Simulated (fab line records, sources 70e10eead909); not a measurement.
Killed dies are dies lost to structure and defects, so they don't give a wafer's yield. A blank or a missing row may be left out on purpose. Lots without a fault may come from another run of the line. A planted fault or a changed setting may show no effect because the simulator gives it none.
Chamber matching | flow nand_harc | NHARC_A_STAIRCASE_DEP_280 on pecvd-03: 3 sister chambers
The step deposits SiON, target thk 30 nm. 20 wafers are shown with their chamber, then 10 later ones without.

WAFERS WITH THEIR CHAMBER
wafer  | chamber | heater_power_w (W)
L076.2 | 1       | 850
L076.4 | 2       | 908
L076.5 | 0       | 788
L075.2 | 1       | 828
L075.3 | 2       | 931
L075.5 | 1       | 800
L078.1 | 2       | 794
L078.3 | 1       | 746
L078.4 | 1       | 735
L082.1 | 0       | 692
L082.3 | 1       | 730
L082.6 | 1       | 739
L081.1 | 0       | 803
L081.3 | 1       | 696
L081.4 | 2       | 788
L085.1 | 0       | 817
L085.2 | 2       | 932
L085.3 | 1       | 837
L089.2 | 1       | 820
L089.4 | 0       | 774

SIGNATURES (means of the wafers above)
reading        | chamber 0 | chamber 1 | chamber 2 | scatter within a chamber
heater_power_w | 774.80    | 778.10    | 870.60    | 58.4
Rule: a wafer's distance from a chamber is the root of the sum, over the readings, of the square of ((its reading less the chamber's mean) divided by the reading's scatter). The wafer belongs to the nearest chamber; if the next one is less than 2 further off, it can't be placed. The scatter: the root of (the sum of the squares of (reading less its chamber's mean) over the shown wafers, divided by (wafers less chambers)).

WAFERS WITHOUT THEIR CHAMBER
wafer  | heater_power_w (W)
L089.5 | 891
L094.2 | 761
L094.4 | 847
L094.6 | 788
L097.2 | 855
L097.4 | 859
L097.6 | 845
L096.1 | 808
L096.2 | 903
L096.3 | 806

WHICH CHAMBER EACH WENT THROUGH
wafer  | from the rows above          | in truth
L089.5 | can't be placed: 2 or 1 or 0 | 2
L094.2 | can't be placed: 0 or 1 or 2 | 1
L094.4 | can't be placed: 2 or 1 or 0 | 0
L094.6 | can't be placed: 1 or 0 or 2 | 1
L097.2 | can't be placed: 2 or 1 or 0 | 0
L097.4 | can't be placed: 2 or 1 or 0 | 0
L097.6 | can't be placed: 2 or 1 or 0 | 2
L096.1 | can't be placed: 1 or 0 or 2 | 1
L096.2 | can't be placed: 2 or 1 or 0 | 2
L096.3 | can't be placed: 1 or 0 or 2 | 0
Placed correctly: 0 of 10. Can't be placed from these rows: 10 (the true chamber is among the candidates in 10). Placed wrongly: 0.
